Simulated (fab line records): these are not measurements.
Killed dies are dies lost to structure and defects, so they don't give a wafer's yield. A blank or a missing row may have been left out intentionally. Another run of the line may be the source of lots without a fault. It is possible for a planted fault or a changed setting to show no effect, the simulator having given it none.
fab line records	flow n5_finfet
record: lots: 24	wafers: 72	last_day: 17
route steps=1938 shown FIN_SAQP@130 FIN_CUT@175 STI_FIN_REVEAL@207 DUMMY_GATE@219
lots that met no fault: from a run of the same line without faults
start_h: start of the lot's first displayed wafer, in hours after the record's first day	wait_h: hours since the lot's step before	" identical to the entry in the row above	L1.1+2: one row covering several wafers at once	- no value present, or no start provided	* or withheld: withheld	< > ~ a bound
route shown NAME@n: NAME is a module with steps in the file, n the number in the route of the first one	usual: the fault-free wafers' mean and standard deviation	same: alike in all rows	chamber/n: place in a boat	sites: readings site by site	_std_site: standard deviation across them	_edge_site: outer sites' mean less inner sites'	radius_mm: how far each site lies from the wafer's centre	mask NAME#n: copy n	behind: the last tool/chamber to shape the wafer	hold: reason for holding the lot/hours on hold/outcome of the hold	device: the n, p or np transistor that did not switch	end of line: the route-end tests of the same wafers	a step with no rows: only its recipe	killed: at the first sort, the dies lost to defects and structure; wafer yield is something else	map: shows each die of a wafer: x if killed, . if not, _ if none is there
set.NAME: the setting that was run; set.NAME@STEP: the one run at that earlier step	model.NAME: the simulator's own value behind a step, which no gauge read
steps of the route over a sample of lots; a table a step, a row a wafer
services: the hour from which a tool's chamber was out of use, counted from the record's first day as start_h (under 0 if before that day), plus the number of hours and why
== steps ==
step: N5_FIN_SAQP_ETCH_65
recipe: chemistry: CF4	target: SiO2	target_depth_a: 40	ion_energy_ev: 350	time_s: 4.4	pressure_mtorr: 10	icp_w: 800	bias_w: 400	cf4_flow_sccm: 80
usual: drypump_motor_current_A: 5.7/0.41	oes_product_au: 0.989/0.023	throttle_valve_pct: 21.72/0.22
lot.wafer	tool	chamber	start_h	wait_h	drypump_motor_current_A	oes_product_au	rf_hours_counter_h	throttle_valve_pct
L074.4	rie_si-03	1	26.43	0.1	5.9	0.971	3	21.82
L074.5	"	1	"	"	5.9	0.964	-	21.80
L074.6	"	2	"	"	6.2	0.951	-	21.73
L075.2	rie_si-03	0	30.87	0.1	5.7	0.997	98	21.68
L075.3	"	2	"	"	6.2	0.958	185	21.73
L075.4	"	1	"	"	5.8	0.965	3	21.80
L076.1	rie_si-04	3	37.01	0.1	6.3	1.015	115	21.63
L076.3	"	0	"	"	5.9	1.025	29	21.43
L076.4	"	2	"	"	5.0	1.015	7	21.47
L077.2	rie_si-03	1	44.41	0.1	5.8	0.966	3	21.81
L077.4	"	2	"	"	6.2	0.949	185	21.72
L077.5	"	0	"	"	5.7	1.001	-	21.66
L078.1	rie_si-04	2	51.61	0.1	5.0	1.014	7	21.46
L078.2	"	0	"	"	5.9	1.007	29	21.43
L078.4	"	1	"	"	6.3	1.025	36	21.76
L079.2	rie_si-03	2	55.77	0.1	6.2	0.933	185	21.73
L079.3	"	0	"	"	5.7	0.989	99	21.69
L079.5	"	0	"	"	5.7	1.003	-	21.67
L080.1	rie_si-02	1	60.94	0.1	5.2	0.985	118	22.24
L080.5	"	0	"	"	5.1	1.001	-	21.91
L080.6	"	3	"	"	5.5	0.991	-	21.53
L081.2	rie_si-03	1	67.22	0.1	5.8	0.966	4	21.78
L081.3	"	3	"	"	5.7	0.966	59	21.86
L081.5	"	0	"	"	5.7	0.991	-	21.66
L082.1	rie_si-04	2	73.96	0.1	4.9	1.019	7	21.48
L082.4	"	3	"	"	6.3	0.996	116	21.62
L082.6	"	2	"	"	4.9	1.023	-	21.47
L083.1	rie_si-03	3	80.51	0.1	5.6	0.974	59	21.87
L083.2	"	2	"	"	6.2	0.958	186	21.74
L083.5	"	1	"	"	5.8	0.963	-	21.81
L084.1	rie_si-02	2	86.78	0.1	5.7	0.956	68	21.37
L084.2	"	3	"	"	5.4	0.985	117	21.52
L084.4	"	1	"	"	5.2	0.986	119	22.22
L085.2	rie_si-04	1	94.04	0.1	6.3	1.035	37	21.75
L085.5	"	2	"	"	4.9	1.034	-	21.47
L085.6	"	1	"	"	6.3	1.031	-	21.78
L086.1	rie_si-04	3	99.54	0.1	6.3	1.002	116	21.63
L086.3	"	0	"	"	5.9	0.999	30	21.43
L086.4	"	2	"	"	4.9	1.012	-	21.47
L087.3	rie_si-02	2	103.36	0.1	5.7	0.969	69	21.36
L087.4	"	0	"	"	5.1	1.003	8	21.91
L087.6	"	0	"	"	5.1	1.007	-	21.93
L088.3	rie_si-02	0	109.55	0.1	5.1	1.007	8	21.91
L088.5	"	3	"	"	5.4	0.992	-	21.53
L088.6	"	2	"	"	5.7	0.963	-	21.36
L089.4	rie_si-04	2	116.66	0.1	5.0	1.023	8	21.46
L089.5	"	0	"	"	5.9	1.019	-	21.43
L089.6	"	1	"	"	6.3	1.032	-	21.78
L090.3	rie_si-02	3	122.36	0.1	5.4	0.998	117	21.53
L090.5	"	3	"	"	5.4	0.991	-	21.53
L090.6	"	0	"	"	5.1	1.011	-	21.92
L091.1	rie_si-03	3	128.83	0.1	5.7	0.959	60	21.86
L091.4	"	0	"	"	5.7	0.998	100	21.68
L091.5	"	2	"	"	6.2	0.962	-	21.73
L092.1	rie_si-02	3	135.78	0.1	5.4	0.987	118	21.54
L092.3	"	1	"	"	5.2	0.982	120	22.23
L092.6	"	3	"	"	5.4	0.971	-	21.52
L093.2	rie_si-02	1	140.35	0.1	5.2	0.987	120	22.25
L093.4	"	2	"	"	5.7	0.964	69	21.36
L093.6	"	1	"	"	5.2	0.983	-	22.22
L094.1	rie_si-02	0	144.00	0.1	5.1	1.016	9	21.92
L094.2	"	3	"	"	5.4	0.988	118	21.51
L094.6	"	0	"	"	5.1	1.008	-	21.91
L095.1	rie_si-03	1	150.05	0.1	5.8	0.968	5	21.82
L095.5	"	1	"	"	5.8	0.973	-	21.81
L095.6	"	0	"	"	5.8	1.006	-	21.67
L096.1	rie_si-03	2	156.29	0.1	6.2	0.961	187	21.73
L096.2	"	0	"	"	5.7	1.004	100	21.66
L096.6	"	0	"	"	5.7	1.001	-	21.69
L097.1	rie_si-03	2	162.19	0.1	6.2	0.962	187	21.72
L097.3	"	0	"	"	5.7	0.998	101	21.68
L097.5	"	0	"	"	5.7	0.999	-	21.68
step: N5_FIN_CUT_PRECLEAN_35
recipe: time_s: 13.3	temp_c: 45	pressure_torr: 125	p_hf_torr: 3	p_coreactant_torr: 25	chemistry: vHF
usual: drypump_motor_current_A: 5.7/0.4	foreline_p_Torr: 0.1281/0.00059
lot.wafer	tool	chamber	start_h	wait_h	drypump_motor_current_A	foreline_p_Torr
L074.4	vapor_etch-02	1	29.72	0.0	6.4	0.1279
L074.5	"	1	"	"	6.3	0.1279
L074.6	"	0	"	"	5.4	0.1281
L075.2	vapor_etch-02	0	34.20	0.0	5.4	0.1286
L075.3	"	1	"	"	6.3	0.1284
L075.4	"	0	"	"	5.4	0.1281
L076.1	vapor_etch-02	0	40.18	0.0	5.4	0.1279
L076.3	"	0	"	"	5.4	0.1265
L076.4	"	1	"	"	6.3	0.1274
L077.2	vapor_etch-01	0	47.85	0.0	5.5	0.1286
L077.4	"	0	"	"	5.6	0.1275
L077.5	"	0	"	"	5.6	0.1279
L078.1	vapor_etch-01	0	54.83	0.0	5.6	0.1276
L078.2	"	1	"	"	5.3	0.1278
L078.4	"	1	"	"	5.3	0.1285
L079.2	vapor_etch-02	1	59.01	0.1	6.3	0.1278
L079.3	"	1	"	"	6.3	0.1281
L079.5	"	0	"	"	5.4	0.1272
L080.1	vapor_etch-02	0	64.24	0.0	5.4	0.1265
L080.5	"	0	"	"	5.5	0.1275
L080.6	"	1	"	"	6.3	0.1282
L081.2	vapor_etch-02	1	70.58	0.0	6.3	0.1281
L081.3	"	0	"	"	5.4	0.1277
L081.5	"	1	"	"	6.3	0.1283
L082.1	vapor_etch-02	0	76.93	0.0	5.4	0.1278
L082.4	"	1	"	"	6.3	0.1284
L082.6	"	0	"	"	5.4	0.1279
L083.1	vapor_etch-02	0	84.98	1.0	5.4	0.1288
L083.2	"	1	"	"	6.3	0.1275
L083.5	"	0	"	"	5.4	0.1285
L084.1	vapor_etch-01	0	91.20	0.0	5.6	0.1280
L084.2	"	1	"	"	5.3	0.1275
L084.4	"	1	"	"	5.3	0.1281
L085.2	vapor_etch-01	0	97.28	0.0	5.6	0.1283
L085.5	"	1	"	"	5.3	0.1282
L085.6	"	0	"	"	5.6	0.1295
L086.1	vapor_etch-02	1	102.64	0.0	6.3	0.1284
L086.3	"	1	"	"	6.3	0.1280
L086.4	"	0	"	"	5.4	0.1285
L087.3	vapor_etch-01	0	106.36	0.1	5.6	0.1285
L087.4	"	1	"	"	5.3	0.1286
L087.6	"	1	"	"	5.3	0.1280
L088.3	vapor_etch-01	1	114.09	0.1	5.3	0.1282
L088.5	"	0	"	"	5.6	0.1275
L088.6	"	1	"	"	5.3	0.1289
L089.4	vapor_etch-01	0	119.99	0.1	5.6	0.1274
L089.5	"	1	"	"	5.3	0.1284
L089.6	"	0	"	"	5.6	0.1272
L090.3	vapor_etch-01	0	126.31	0.1	5.6	0.1276
L090.5	"	1	"	"	5.3	0.1282
L090.6	"	0	"	"	5.6	0.1289
L091.1	vapor_etch-02	1	133.21	0.0	6.3	0.1284
L091.4	"	0	"	"	5.5	0.1296
L091.5	"	0	"	"	5.4	0.1278
L092.1	vapor_etch-02	0	139.16	0.0	5.4	0.1277
L092.3	"	1	"	"	6.3	0.1277
L092.6	"	0	"	"	5.4	0.1291
L093.2	vapor_etch-01	1	143.51	0.0	5.3	0.1282
L093.4	"	0	"	"	5.6	0.1285
L093.6	"	0	"	"	5.6	0.1282
L094.1	vapor_etch-01	1	147.20	0.0	5.3	0.1278
L094.2	"	0	"	"	5.6	0.1273
L094.6	"	1	"	"	5.3	0.1279
L095.1	vapor_etch-02	0	153.97	0.0	5.4	0.1281
L095.5	"	1	"	"	6.3	0.1279
L095.6	"	0	"	"	5.4	0.1280
L096.1	vapor_etch-01	0	159.40	0.0	5.6	0.1287
L096.2	"	1	"	"	5.3	0.1276
L096.6	"	0	"	"	5.6	0.1295
L097.1	vapor_etch-02	0	165.64	0.0	5.4	0.1284
L097.3	"	0	"	"	5.5	0.1284
L097.5	"	1	"	"	6.3	0.1288
step: N5_STI_FIN_REVEAL_CD_MEAS_22
recipe: target_cd_nm: 6.238	pitch_nm: 28	polarity: line
usual: cd_nm: 6.27/0.27
lot.wafer	tool	chamber	start_h	wait_h	cd_nm
L074.4	cd_sem-02	-	41.68	0.0	6.65
L074.5	"	-	"	"	6.05
L074.6	"	-	"	"	5.93
L075.2	cd_sem-01	-	44.20	0.0	6.44
L075.3	"	-	"	"	6.52
L075.4	"	-	"	"	5.81
L076.1	cd_sem-01	-	49.89	0.0	6.06
L076.3	"	-	"	"	6.20
L076.4	"	-	"	"	6.19
L077.2	cd_sem-01	-	57.53	0.0	6.42
L077.4	"	-	"	"	6.10
L077.5	"	-	"	"	6.12
L078.1	cd_sem-03	-	64.17	0.0	5.98
L078.2	"	-	"	"	6.10
L078.4	"	-	"	"	5.78
L079.2	cd_sem-03	-	68.15	0.0	6.40
L079.3	"	-	"	"	6.42
L079.5	"	-	"	"	6.54
L080.1	cd_sem-01	-	73.98	0.0	6.20
L080.5	"	-	"	"	6.30
L080.6	"	-	"	"	6.63
L081.2	cd_sem-02	-	79.77	0.0	6.52
L081.3	"	-	"	"	6.12
L081.5	"	-	"	"	6.88
L082.1	cd_sem-03	-	86.11	0.0	6.29
L082.4	"	-	"	"	6.32
L082.6	"	-	"	"	5.95
L083.1	cd_sem-01	-	94.81	0.0	6.32
L083.2	"	-	"	"	6.12
L083.5	"	-	"	"	6.15
L084.1	cd_sem-01	-	100.66	0.0	6.41
L084.2	"	-	"	"	5.99
L084.4	"	-	"	"	6.66
L085.2	cd_sem-02	-	108.25	0.0	6.41
L085.5	"	-	"	"	6.11
L085.6	"	-	"	"	6.74
L086.1	cd_sem-03	-	112.01	0.0	6.18
L086.3	"	-	"	"	6.55
L086.4	"	-	"	"	5.81
L087.3	cd_sem-01	-	116.19	0.0	6.56
L087.4	"	-	"	"	6.21
L087.6	"	-	"	"	6.59
L088.3	cd_sem-02	-	124.11	0.0	6.37
L088.5	"	-	"	"	6.74
L088.6	"	-	"	"	6.41
L089.4	cd_sem-01	-	129.22	0.0	5.94
L089.5	"	-	"	"	5.84
L089.6	"	-	"	"	6.36
L090.3	cd_sem-02	-	136.60	0.0	6.00
L090.5	"	-	"	"	6.00
L090.6	"	-	"	"	5.98
L091.1	cd_sem-02	-	142.60	0.0	6.46
L091.4	"	-	"	"	6.22
L091.5	"	-	"	"	6.60
L092.1	cd_sem-03	-	148.39	0.0	6.25
L092.3	"	-	"	"	6.44
L092.6	"	-	"	"	6.58
L093.2	cd_sem-03	-	152.80	0.0	6.32
L093.4	"	-	"	"	6.35
L093.6	"	-	"	"	6.09
L094.1	cd_sem-01	-	157.93	0.0	6.43
L094.2	"	-	"	"	6.12
L094.6	"	-	"	"	6.59
L095.1	cd_sem-02	-	162.95	0.0	6.49
L095.5	"	-	"	"	6.05
L095.6	"	-	"	"	6.34
L096.1	cd_sem-02	-	168.42	0.0	5.96
L096.2	"	-	"	"	6.30
L096.6	"	-	"	"	6.41
L097.1	cd_sem-01	-	174.61	0.0	6.56
L097.3	"	-	"	"	6.51
L097.5	"	-	"	"	6.52
step: N5_DUMMY_GATE_THK_MEAS_05
usual: thk_nm: 72.0/1.3
lot.wafer	tool	chamber	start_h	wait_h	thk_nm
L074.4	film_metro-02	-	45.98	0.2	71.5
L074.5	"	-	"	"	70.8
L074.6	"	-	"	"	72.5
L075.2	film_metro-02	-	49.63	0.1	73.3
L075.3	"	-	"	"	74.5
L075.4	"	-	"	"	72.0
L076.1	film_metro-01	-	55.05	0.1	74.2
L076.3	"	-	"	"	72.4
L076.4	"	-	"	"	73.2
L077.2	film_metro-02	-	61.82	0.2	72.7
L077.4	"	-	"	"	70.5
L077.5	"	-	"	"	72.9
L078.1	film_metro-01	-	68.47	0.2	72.8
L078.2	"	-	"	"	72.5
L078.4	"	-	"	"	73.3
L079.2	film_metro-02	-	72.45	0.2	71.9
L079.3	"	-	"	"	70.4
L079.5	"	-	"	"	70.8
L080.1	film_metro-01	-	79.19	0.1	73.6
L080.5	"	-	"	"	74.3
L080.6	"	-	"	"	74.2
L081.2	film_metro-01	-	84.11	0.2	72.8
L081.3	"	-	"	"	70.0
L081.5	"	-	"	"	70.3
L082.1	film_metro-02	-	90.79	0.1	71.5
L082.4	"	-	"	"	70.1
L082.6	"	-	"	"	71.4
L083.1	film_metro-01	-	101.22	0.2	73.5
L083.2	"	-	"	"	71.2
L083.5	"	-	"	"	71.5
L084.1	film_metro-02	-	107.02	0.2	72.7
L084.2	"	-	"	"	72.1
L084.4	"	-	"	"	72.4
L085.2	film_metro-01	-	112.94	0.2	72.5
L085.5	"	-	"	"	71.3
L085.6	"	-	"	"	72.5
L086.1	film_metro-01	-	116.57	0.1	71.7
L086.3	"	-	"	"	72.9
L086.4	"	-	"	"	72.6
L087.3	film_metro-02	-	120.85	0.2	70.6
L087.4	"	-	"	"	70.6
L087.6	"	-	"	"	69.5
L088.3	film_metro-01	-	129.31	0.2	70.7
L088.5	"	-	"	"	72.0
L088.6	"	-	"	"	71.7
L089.4	film_metro-02	-	134.81	0.2	71.4
L089.5	"	-	"	"	70.7
L089.6	"	-	"	"	73.2
L090.3	film_metro-01	-	140.89	0.1	69.9
L090.5	"	-	"	"	71.8
L090.6	"	-	"	"	74.4
L091.1	film_metro-01	-	147.80	0.1	70.5
L091.4	"	-	"	"	71.3
L091.5	"	-	"	"	71.2
L092.1	film_metro-02	-	152.99	0.2	72.9
L092.3	"	-	"	"	72.4
L092.6	"	-	"	"	72.2
L093.2	film_metro-01	-	158.92	0.1	73.3
L093.4	"	-	"	"	74.9
L093.6	"	-	"	"	72.0
L094.1	film_metro-02	-	162.23	0.1	73.5
L094.2	"	-	"	"	72.8
L094.6	"	-	"	"	71.9
L095.1	film_metro-01	-	168.78	0.1	70.6
L095.5	"	-	"	"	72.8
L095.6	"	-	"	"	71.6
L096.1	film_metro-01	-	172.88	0.1	70.3
L096.2	"	-	"	"	71.3
L096.6	"	-	"	"	69.9
L097.1	film_metro-01	-	179.58	0.1	69.1
L097.3	"	-	"	"	69.9
L097.5	"	-	"	"	69.4
step: N5_DUMMY_GATE_STRIP_40
recipe: chemistry: CF4	resist: SiARC	power_w: 300	bias_power_w: 75	pressure_mtorr: 50	cf4_flow_sccm: 150	rf_frequency_hz: 6e+07
usual: drypump_motor_current_A: 5.6/0.55	oes_product_au: 0.75/0.08	rf_vpp_V: 271.0/1.7	showerhead_plenum_p_Torr: 1.78/0.061	throttle_valve_pct: 13.56/0.23
lot.wafer	tool	chamber	start_h	wait_h	drypump_motor_current_A	oes_product_au	rf_hours_counter_h	rf_vpp_V	showerhead_plenum_p_Torr	throttle_valve_pct
L074.4	rie_diel-04	2	51.96	0.1	6.3	0.72	178	269.0	1.79	13.85
L074.5	"	0	"	"	5.1	0.73	-	270.6	1.72	13.47
L074.6	"	1	"	"	5.0	0.75	-	270.5	1.73	13.50
L075.2	rie_diel-03	2	54.57	0.2	6.6	0.79	116	272.1	1.85	13.41
L075.3	"	1	"	"	4.9	0.96	3	273.6	1.91	13.58
L075.4	"	0	"	"	5.6	0.71	203	270.7	1.78	13.79
L076.1	rie_diel-05	0	59.79	0.1	5.5	0.96	4	272.6	1.83	12.95
L076.3	"	2	"	"	5.7	0.69	202	271.8	1.86	13.44
L076.4	"	1	"	"	5.8	0.72	200	269.1	1.70	13.47
L077.2	rie_diel-03	0	66.69	0.1	5.6	0.70	206	270.8	1.78	13.78
L077.4	"	3	"	"	5.4	0.70	221	271.9	1.78	13.89
L077.5	"	1	"	"	4.9	0.93	-	273.6	1.91	13.60
L078.1	rie_diel-04	0	75.17	0.1	5.1	0.72	177	268.5	1.72	13.50
L078.2	"	1	"	"	5.0	0.74	136	271.1	1.73	13.52
L078.4	"	3	"	"	6.0	0.80	94	272.0	1.75	13.58
L079.2	rie_diel-05	1	77.22	0.1	5.8	0.72	204	269.0	1.69	13.46
L079.3	"	2	"	"	5.7	0.68	207	274.4	1.86	13.46
L079.5	"	0	"	"	5.5	0.95	-	271.0	1.83	12.96
L080.1	rie_diel-04	2	83.98	0.1	6.3	0.72	188	271.8	1.79	13.88
L080.5	"	0	"	"	5.1	0.72	-	268.1	1.72	13.52
L080.6	"	1	"	"	5.0	0.74	-	270.5	1.73	13.54
L081.2	rie_diel-04	1	89.01	0.1	5.0	0.73	140	270.0	1.73	13.52
L081.3	"	2	"	"	6.3	0.71	190	271.1	1.79	13.87
L081.5	"	2	"	"	6.3	0.71	-	269.0	1.79	13.89
L082.1	rie_diel-04	3	95.88	0.1	6.1	0.78	101	268.6	1.75	13.61
L082.4	"	0	"	"	5.1	0.72	183	269.8	1.71	13.52
L082.6	"	2	"	"	6.3	0.71	-	270.7	1.79	13.88
L083.1	rie_diel-03	0	106.47	0.4	5.7	0.70	219	272.9	1.78	13.81
L083.2	"	2	"	"	6.6	0.78	130	272.6	1.85	13.45
L083.5	"	0	"	"	5.6	0.70	-	270.2	1.78	13.82
L084.1	rie_diel-03	3	112.00	0.1	5.4	0.70	234	270.1	1.77	13.91
L084.2	"	1	"	"	4.9	0.89	20	277.0	1.90	13.60
L084.4	"	0	"	"	5.6	0.70	220	271.3	1.78	13.82
L085.2	rie_diel-03	3	117.69	0.1	5.4	0.69	237	270.8	1.77	13.94
L085.5	"	0	"	"	5.6	0.69	-	272.0	1.78	13.84
L085.6	"	1	"	"	4.9	0.90	-	271.2	1.90	13.62
L086.1	rie_diel-05	0	125.37	0.1	5.5	0.91	24	271.0	1.82	13.00
L086.3	"	3	"	"	5.0	0.69	232	272.0	1.76	13.39
L086.4	"	1	"	"	5.8	0.71	-	267.5	1.69	13.52
L087.3	rie_diel-05	0	127.22	0.1	5.5	0.92	25	271.9	1.82	13.01
L087.4	"	3	"	"	5.0	0.69	-	270.0	1.76	13.38
L087.6	"	0	"	"	5.5	0.91	-	271.7	1.82	12.99
L088.3	rie_diel-03	1	134.08	0.1	4.9	0.88	27	275.4	1.90	13.64
L088.5	"	2	"	"	6.6	0.77	-	271.6	1.85	13.45
L088.6	"	1	"	"	4.9	0.89	-	274.8	1.90	13.65
L089.4	rie_diel-05	1	142.04	0.3	5.8	0.71	225	270.2	1.69	13.52
L089.5	"	3	"	"	5.0	0.68	-	272.2	1.76	13.40
L089.6	"	2	"	"	5.7	0.66	-	270.4	1.85	13.50
L090.3	rie_diel-05	2	145.78	0.1	5.8	0.67	226	274.0	1.85	13.48
L090.5	"	0	"	"	5.5	0.89	-	269.9	1.82	13.00
L090.6	"	3	"	"	5.0	0.68	-	270.5	1.76	13.43
L091.1	rie_diel-05	1	152.66	0.1	5.8	0.70	229	269.6	1.69	13.54
L091.4	"	0	"	"	5.5	0.90	34	273.8	1.82	13.02
L091.5	"	2	"	"	5.7	0.67	-	273.3	1.85	13.51
L092.1	rie_diel-03	1	158.01	0.1	4.9	0.86	36	273.8	1.90	13.64
L092.3	"	3	"	"	5.5	0.68	250	269.9	1.77	13.96
L092.6	"	1	"	"	4.9	0.86	-	274.7	1.90	13.65
L093.2	rie_diel-04	0	165.97	0.1	5.1	0.70	204	269.1	1.71	13.56
L093.4	"	2	"	"	6.3	0.70	214	270.5	1.78	13.93
L093.6	"	0	"	"	5.1	0.70	-	269.0	1.71	13.55
L094.1	rie_diel-04	3	167.10	0.1	6.1	0.77	122	269.5	1.74	13.65
L094.2	"	1	"	"	5.0	0.71	165	268.6	1.72	13.60
L094.6	"	3	"	"	6.1	0.76	-	271.6	1.74	13.65
L095.1	rie_diel-04	0	173.53	0.1	5.1	0.70	206	270.0	1.71	13.54
L095.5	"	0	"	"	5.1	0.70	-	269.7	1.71	13.55
L095.6	"	3	"	"	6.1	0.77	-	271.7	1.74	13.67
L096.1	rie_diel-04	3	178.40	0.2	6.0	0.76	126	270.2	1.74	13.66
L096.2	"	0	"	"	5.1	0.70	208	269.1	1.71	13.56
L096.6	"	1	"	"	5.0	0.71	-	269.5	1.72	13.60
L097.1	rie_diel-03	0	184.90	0.1	5.7	0.68	247	268.8	1.77	13.88
L097.3	"	1	"	"	4.9	0.86	47	272.1	1.89	13.70
L097.5	"	2	"	"	6.6	0.75	-	274.2	1.84	13.51
step: N5_DUMMY_GATE_HM_OPEN_21
recipe: chemistry: CH3F/O2	target: SiNx	target_depth_a: 1200	Ar_flow_sccm: 150	CH3F_flow_sccm: 30	O2_flow_sccm: 23	time_s: 171.4	pressure_mtorr: 30	source_w: 395	bias_w: 73	ion_energy_ev: 120.7
usual: drypump_motor_current_A: 5.6/0.51	oes_product_au: 0.75/0.08	rf_vpp_V: 294/5.5	showerhead_plenum_p_Torr: 1.99/0.063	throttle_valve_pct: 16.39/0.22
lot.wafer	tool	chamber	start_h	wait_h	drypump_motor_current_A	oes_product_au	rf_hours_counter_h	rf_vpp_V	showerhead_plenum_p_Torr	throttle_valve_pct
L074.4	rie_diel-03	3	52.15	0.0	5.4	0.71	218	295	2.00	16.75
L074.5	"	2	"	"	6.6	0.80	-	302	2.11	16.30
L074.6	"	1	"	"	4.9	0.97	-	303	2.14	16.50
L075.2	rie_diel-04	2	54.85	0.0	6.3	0.74	180	290	2.00	16.62
L075.3	"	0	"	"	5.1	0.75	171	305	1.92	16.28
L075.4	"	2	"	"	6.3	0.73	-	289	2.00	16.62
L076.1	rie_diel-05	0	59.98	0.0	5.5	0.98	4	299	2.07	15.86
L076.3	"	1	"	"	5.8	0.70	200	297	1.93	16.40
L076.4	"	3	"	"	5.0	0.70	212	291	1.99	16.21
L077.2	rie_diel-04	3	66.88	0.0	6.0	0.81	91	290	1.95	16.36
L077.4	"	0	"	"	5.1	0.73	174	304	1.92	16.31
L077.5	"	2	"	"	6.3	0.73	-	291	2.00	16.62
L078.1	rie_diel-04	1	75.36	0.0	5.0	0.74	136	289	1.94	16.40
L078.2	"	3	"	"	6.1	0.80	94	290	1.94	16.36
L078.4	"	2	"	"	6.3	0.73	185	291	2.00	16.62
L079.2	rie_diel-05	0	77.41	0.0	5.5	0.96	9	299	2.07	15.86
L079.3	"	2	"	"	5.7	0.69	208	299	2.09	16.18
L079.5	"	3	"	"	5.0	0.70	-	292	1.99	16.19
L080.1	rie_diel-04	3	84.16	0.0	6.0	0.80	96	290	1.94	16.36
L080.5	"	2	"	"	6.3	0.73	-	289	1.99	16.63
L080.6	"	1	"	"	5.0	0.74	-	289	1.94	16.42
L081.2	rie_diel-04	2	89.19	0.0	6.3	0.72	190	288	1.99	16.63
L081.3	"	3	"	"	6.1	0.80	98	290	1.94	16.35
L081.5	"	3	"	"	6.1	0.80	-	290	1.94	16.38
L082.1	rie_diel-05	1	96.17	0.0	5.8	0.70	211	297	1.92	16.43
L082.4	"	0	"	"	5.5	0.95	16	298	2.06	15.89
L082.6	"	1	"	"	5.8	0.70	-	295	1.92	16.44
L083.1	rie_diel-05	2	106.66	0.0	5.7	0.68	217	299	2.08	16.20
L083.2	"	1	"	"	5.8	0.69	214	297	1.92	16.42
L083.5	"	0	"	"	5.5	0.94	-	298	2.06	15.88
L084.1	rie_diel-04	3	112.28	0.0	6.1	0.79	104	289	1.94	16.37
L084.2	"	1	"	"	5.0	0.74	147	289	1.94	16.43
L084.4	"	0	"	"	5.1	0.73	187	305	1.92	16.33
L085.2	rie_diel-04	0	117.87	0.0	5.1	0.72	189	304	1.92	16.32
L085.5	"	3	"	"	6.1	0.79	-	291	1.94	16.36
L085.6	"	2	"	"	6.3	0.71	-	291	1.99	16.66
L086.1	rie_diel-05	1	125.56	0.0	5.8	0.69	219	297	1.92	16.45
L086.3	"	0	"	"	5.5	0.93	24	301	2.06	15.90
L086.4	"	3	"	"	5.0	0.69	-	291	1.99	16.23
L087.3	rie_diel-05	1	127.57	0.0	5.8	0.69	220	297	1.92	16.45
L087.4	"	3	"	"	5.0	0.69	-	290	1.98	16.23
L087.6	"	0	"	"	5.5	0.91	-	299	2.06	15.88
L088.3	rie_diel-03	1	134.27	0.0	4.9	0.90	28	302	2.13	16.54
L088.5	"	1	"	"	4.9	0.90	-	299	2.13	16.55
L088.6	"	0	"	"	5.6	0.70	-	293	1.99	16.64
L089.4	rie_diel-04	1	142.25	0.0	5.0	0.73	156	288	1.94	16.46
L089.5	"	3	"	"	6.1	0.78	-	288	1.94	16.39
L089.6	"	2	"	"	6.3	0.71	-	287	1.99	16.68
L090.3	rie_diel-05	2	145.96	0.0	5.7	0.67	227	300	2.08	16.24
L090.5	"	2	"	"	5.6	0.67	-	299	2.08	16.23
L090.6	"	1	"	"	5.8	0.69	-	296	1.92	16.47
L091.1	rie_diel-03	1	153.02	0.0	4.9	0.88	34	302	2.13	16.54
L091.4	"	0	"	"	5.7	0.68	234	291	1.99	16.67
L091.5	"	0	"	"	5.6	0.68	-	292	1.99	16.65
L092.1	rie_diel-03	2	158.20	0.0	6.6	0.77	147	302	2.09	16.36
L092.3	"	1	"	"	4.9	0.88	36	301	2.13	16.55
L092.6	"	2	"	"	6.6	0.77	-	300	2.10	16.35
L093.2	rie_diel-04	0	166.16	0.0	5.1	0.71	205	304	1.91	16.34
L093.4	"	2	"	"	6.2	0.71	214	291	1.99	16.67
L093.6	"	2	"	"	6.3	0.70	-	291	1.99	16.67
L094.1	rie_diel-04	0	167.28	0.0	5.1	0.71	205	303	1.91	16.37
L094.2	"	3	"	"	6.1	0.78	122	291	1.94	16.41
L094.6	"	3	"	"	6.1	0.79	-	290	1.94	16.42
L095.1	rie_diel-05	2	173.72	0.0	5.7	0.67	235	299	2.08	16.24
L095.5	"	3	"	"	5.0	0.68	-	290	1.98	16.26
L095.6	"	2	"	"	5.7	0.66	-	298	2.08	16.23
L096.1	rie_diel-04	3	178.70	0.0	6.0	0.77	126	290	1.93	16.42
L096.2	"	2	"	"	6.2	0.70	218	289	1.98	16.69
L096.6	"	0	"	"	5.1	0.71	-	304	1.91	16.37
L097.1	rie_diel-04	3	185.09	0.0	6.1	0.76	128	289	1.93	16.41
L097.3	"	2	"	"	6.3	0.71	220	290	1.98	16.69
L097.5	"	2	"	"	6.3	0.71	-	288	1.98	16.69
== services ==
tool	chamber	start_h	hours	kind
vapor_etch-01	1	13.63	3.1	repair
rie_si-02	-	17.35	0.1	repair
rie_diel-04	3	27.16	7.9	repair
rie_diel-03	1	27.51	-	clean
rie_diel-03	1	27.51	-	consumable_replace:focus_ring
rie_diel-03	1	27.51	-	consumable_replace:showerhead
rie_diel-03	1	27.51	19.0	scheduled_down
rie_diel-03	1	27.51	19.0	vent_cycle
rie_diel-05	0	29.58	-	clean
rie_diel-05	0	29.58	-	consumable_replace:focus_ring
rie_diel-05	0	29.58	16.3	scheduled_down
rie_diel-05	0	29.58	16.3	vent_cycle
rie_si-02	-	32.88	2.8	pm
rie_diel-04	1	53.11	2.4	repair
vapor_etch-01	-	70.15	14.6	pm
rie_si-04	1	99.50	3.5	repair
rie_si-02	-	109.96	0.3	repair
rie_si-03	-	159.61	0.3	repair
rie_diel-03	3	162.99	-	clean
rie_si-04	1	172.44	14.3	repair
vapor_etch-02	-	179.59	2.8	pm
rie_diel-05	3	180.01	-	clean
rie_diel-05	3	180.01	-	consumable_replace:focus_ring
rie_diel-04	1	183.48	4.8	repair
== key ==
fault none
